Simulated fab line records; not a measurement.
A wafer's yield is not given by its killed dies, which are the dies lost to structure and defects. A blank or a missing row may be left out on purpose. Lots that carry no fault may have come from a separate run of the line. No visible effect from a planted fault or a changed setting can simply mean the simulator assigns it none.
fab line records    flow n5Finfet
record: lots: 13  wafers: 36  lastDay: 18
route steps=1938 shown BEOL_M11@1588 BEOL_M12@1624
lots with no fault: from the same line, run without faults
startH: hours from the record's first day to the start of the lot's first wafer shown    waitH: hours elapsed since this lot's preceding step    " the same as in the row above    L1.1+2: several wafers, shown together as one row    - either no value or no given start    * or withheld: withheld    < > ~ a bound
route shown NAME@n: names a module that has steps shown in the file, with the first one's number in the route    usual: mean/standard deviation of fault-free wafers    same: alike in all rows    chamber/n: place in a boat    sites: each site's reading    _std_site: standard deviation of those values    _edge_site: outer sites' mean less inner sites'    radiusMm: for every site, how far away it sits from the centre of the wafer    mask NAME#n: copy n    behind: the tool/chamber that last shaped the wafer    hold: why the lot went on hold/how many hours it stayed there/how the hold came to an end    device: which transistor (n, p or np) failed to switch    end of line: tests run on the same wafers once the route is complete    where a step has no rows: the recipe by itself    killed: dies that structure and defects cost at the first sort, which is not the same as the wafer's yield    map: dies across one wafer; x = killed, . = not, _ = none there
set.NAME: setting as actually run; set.NAME@STEP: the setting as run at that earlier step    model.NAME: the simulator's own value behind a step, which no gauge read
the route's steps for a sample of lots (tables are steps, rows are wafers)
services: from which hour (startH, from the record's first day; less than 0 if before it) a tool's chamber was out of use, for how many hours, and why
== steps ==
step: N5_BEOL_M11_DEGAS_44
recipe: ambient: vacuum  tempC: 250  timeS: 60
usual: heaterPowerW: 326/31  susceptorTempC: 250.00/0.19
lot.wafer  tool           chamber  startH  waitH  heaterPowerW  susceptorTempC
L966.3     pvdSputter-01  -        242.03  0.3    353           249.97
L966.4     "              -        "       "      310           249.73
L966.6     "              -        "       "      360           249.97
L967.1     pvdSputter-01  -        250.75  0.4    301           250.14
L967.2     "              -        "       "      331           249.98
L967.6     "              -        "       "      306           249.95
L969.1     pvdSputter-03  -        261.94  0.5    298           250.05
L969.4     "              -        "       "      334           249.70
L970.1     pvdSputter-02  -        279.41  0.3    368           249.79
L970.6     "              -        "       "      329           250.31
L974.2     pvdSputter-03  -        294.33  0.5    332           250.04
L974.3     "              -        "       "      351           250.23
L974.4     "              -        "       "      298           249.70
L973.2     pvdSputter-01  -        298.00  1.8    369           249.57
L973.4     "              -        "       "      326           249.90
L973.5     "              -        "       "      302           250.05
L977.1     pvdSputter-03  -        306.01  0.5    263           250.12
L977.6     "              -        "       "      335           249.81
L980.1     pvdSputter-01  -        333.70  0.3    366           249.82
L980.2     "              -        "       "      302           249.84
L980.6     "              -        "       "      295           250.08
L979.1     pvdSputter-02  -        334.03  0.4    389           250.01
L979.3     "              -        "       "      315           249.99
L979.4     "              -        "       "      364           249.89
L978.3     pvdSputter-02  -        338.57  0.3    317           249.89
L978.4     "              -        "       "      347           250.05
L978.6     "              -        "       "      319           249.93
L981.1     pvdSputter-01  -        339.81  0.6    309           249.83
L981.2     "              -        "       "      335           250.29
L981.4     "              -        "       "      307           249.78
L988.2     pvdSputter-01  -        391.32  0.6    366           250.02
L988.3     "              -        "       "      305           249.93
L988.5     "              -        "       "      361           250.04
L987.3     pvdSputter-03  -        393.20  0.3    296           250.41
L987.5     "              -        "       "      266           250.38
L987.6     "              -        "       "      340           250.04
step: N5_BEOL_M11_PRE_CLEAN_45
recipe: gas: H2/He  timeS: 30  tempC: 250
usual: heaterPowerW: 326/31  susceptorTempC: 250.02/0.19
lot.wafer  tool           chamber  startH  waitH  heaterPowerW  susceptorTempC
L966.3     pvdSputter-01  -        242.07  0.0    363           250.12
L966.4     "              -        "       "      303           249.80
L966.6     "              -        "       "      360           250.29
L967.1     pvdSputter-01  -        250.79  0.0    304           249.90
L967.2     "              -        "       "      332           249.99
L967.6     "              -        "       "      301           249.94
L969.1     pvdSputter-03  -        261.98  0.0    293           250.03
L969.4     "              -        "       "      329           249.75
L970.1     pvdSputter-02  -        279.45  0.0    361           250.19
L970.6     "              -        "       "      342           250.03
L974.2     pvdSputter-03  -        294.37  0.0    339           250.10
L974.3     "              -        "       "      345           250.43
L974.4     "              -        "       "      289           249.86
L973.2     pvdSputter-01  -        298.04  0.0    357           250.01
L973.4     "              -        "       "      331           250.03
L973.5     "              -        "       "      307           250.16
L977.1     pvdSputter-03  -        306.05  0.0    257           250.05
L977.6     "              -        "       "      343           249.71
L980.1     pvdSputter-01  -        333.74  0.0    358           250.13
L980.2     "              -        "       "      305           250.17
L980.6     "              -        "       "      304           249.93
L979.1     pvdSputter-02  -        334.07  0.0    388           249.92
L979.3     "              -        "       "      319           250.07
L979.4     "              -        "       "      359           250.08
L978.3     pvdSputter-02  -        338.61  0.0    311           250.14
L978.4     "              -        "       "      349           249.95
L978.6     "              -        "       "      321           249.86
L981.1     pvdSputter-01  -        339.85  0.0    302           250.04
L981.2     "              -        "       "      335           250.21
L981.4     "              -        "       "      301           249.96
L988.2     pvdSputter-01  -        391.36  0.0    357           249.48
L988.3     "              -        "       "      307           250.16
L988.5     "              -        "       "      349           249.88
L987.3     pvdSputter-03  -        393.24  0.0    289           249.81
L987.5     "              -        "       "      262           249.89
L987.6     "              -        "       "      349           250.29
step: N5_BEOL_M12_COAT_66
recipe: resist: SiARC  tempC: 220  timeS: 60  spinRpm: 1500  resistThkNm: 110
usual: heaterPowerTotalW: 427.7/2  plateTempC: 220.01/0.17
lot.wafer  tool           chamber  startH  waitH  heaterPowerTotalW  plateTempC
L966.3     lithoTrack-03  0        245.18  -      428.0              219.93
L966.4     "              0        "       "      431.0              220.10
L966.6     "              0        "       "      425.6              220.09
L967.1     lithoTrack-03  0        253.59  -      426.1              220.02
L967.2     "              0        "       "      429.5              220.05
L967.6     "              0        "       "      426.1              220.09
L969.1     lithoTrack-03  0        265.87  -      427.1              220.44
L969.4     "              0        "       "      426.1              220.11
L970.1     lithoTrack-05  0        282.41  -      424.4              220.07
L970.6     "              0        "       "      428.1              219.96
L974.2     lithoTrack-04  0        297.93  -      424.4              219.83
L974.3     "              0        "       "      429.0              219.97
L974.4     "              0        "       "      426.7              220.06
L973.2     lithoTrack-04  0        300.93  -      426.9              220.02
L973.4     "              0        "       "      429.9              220.00
L973.5     "              0        "       "      428.9              219.81
L977.1     lithoTrack-05  0        308.86  -      430.4              220.00
L977.6     "              0        "       "      427.9              219.92
L980.1     lithoTrack-04  0        338.34  -      426.0              219.85
L980.2     "              0        "       "      430.2              219.72
L980.6     "              0        "       "      428.5              219.77
L979.1     lithoTrack-05  0        339.04  -      450.3              230.28
L979.3     "              0        "       "      453.3              230.13
L979.4     "              0        "       "      452.2              230.31
L978.3     lithoTrack-04  0        342.86  -      424.7              220.40
L978.4     "              0        "       "      429.2              220.19
L978.6     "              0        "       "      425.3              220.32
L981.1     lithoTrack-05  0        343.81  -      449.3              230.12
L981.2     "              0        "       "      454.3              230.05
L981.4     "              0        "       "      452.4              229.95
L988.2     lithoTrack-04  0        394.08  -      430.5              219.61
L988.3     "              0        "       "      429.8              219.74
L988.5     "              0        "       "      430.7              219.82
L987.3     lithoTrack-03  0        396.43  -      424.7              220.12
L987.5     "              0        "       "      426.2              219.83
L987.6     "              0        "       "      427.6              219.92
step: N5_BEOL_M12_OVL_MEAS_29
recipe: pointsPerWafer: 44
usual: M12_OVL: 3/5.1
lot.wafer  tool        chamber  startH  waitH  M12_OVL[nm]
L966.3     overlay-02  0        245.50  0.0    -5
L966.4     "           0        "       "      -1
L966.6     "           0        "       "      -8
L967.1     overlay-01  0        253.90  0.0    2
L967.2     "           0        "       "      3
L967.6     "           0        "       "      6
L969.1     overlay-01  0        266.32  0.0    7
L969.4     "           0        "       "      -5
L970.1     overlay-02  0        282.85  0.0    4
L970.6     "           0        "       "      8
L974.2     overlay-01  0        298.25  0.0    7
L974.3     "           0        "       "      0
L974.4     "           0        "       "      2
L973.2     overlay-02  0        301.37  0.0    6
L973.4     "           0        "       "      8
L973.5     "           0        "       "      11
L977.1     overlay-01  0        309.19  0.0    6
L977.6     "           0        "       "      12
L980.1     overlay-01  0        338.78  0.0    9
L980.2     "           0        "       "      7
L980.6     "           0        "       "      0
L979.1     overlay-01  0        339.48  0.0    7
L979.3     "           0        "       "      7
L979.4     "           0        "       "      1
L978.3     overlay-01  0        343.31  0.0    4
L978.4     "           0        "       "      6
L978.6     "           0        "       "      10
L981.1     overlay-01  0        344.26  0.0    3
L981.2     "           0        "       "      -1
L981.4     "           0        "       "      1
L988.2     overlay-01  0        394.52  0.0    5
L988.3     "           0        "       "      15
L988.5     "           0        "       "      5
L987.3     overlay-01  0        396.87  0.0    -1
L987.5     "           0        "       "      -1
L987.6     "           0        "       "      -5
== services ==
tool           chamber  startH  hours  kind
lithoTrack-05  -        236.04  -      consumableReplace:filter
lithoTrack-05  -        243.01  -      consumableReplace:filter
lithoTrack-04  -        287.22  -      consumableReplace:filter
pvdSputter-02  -        395.62  10.8   repair
== key ==
firstSign: step: N5_BEOL_M12_COAT_66  reading: plateTempC  direction: up  sigmas: 59  usual: *  struck: *
effect: step: N5_BEOL_M12_COAT_66  reading: heaterPowerTotalW  direction: up  sigmas: 12  usual: *  struck: *
metAt N5_BEOL_M12_COAT_66
struckLots L979,L981
notActingAt N5_BEOL_M11_DEGAS_44,N5_BEOL_M11_PRE_CLEAN_45,N5_BEOL_M12_OVL_MEAS_29
onsetBetween 308.86 339.04
fault: kind: processParameterDrift  tool: lithoTrack-05  chamber: -  onsetH: 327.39  steps: N5_BEOL_M12_COAT_66  channel: tempC  offset: *  shape: step  endH: 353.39  actsIn: *  stated: *
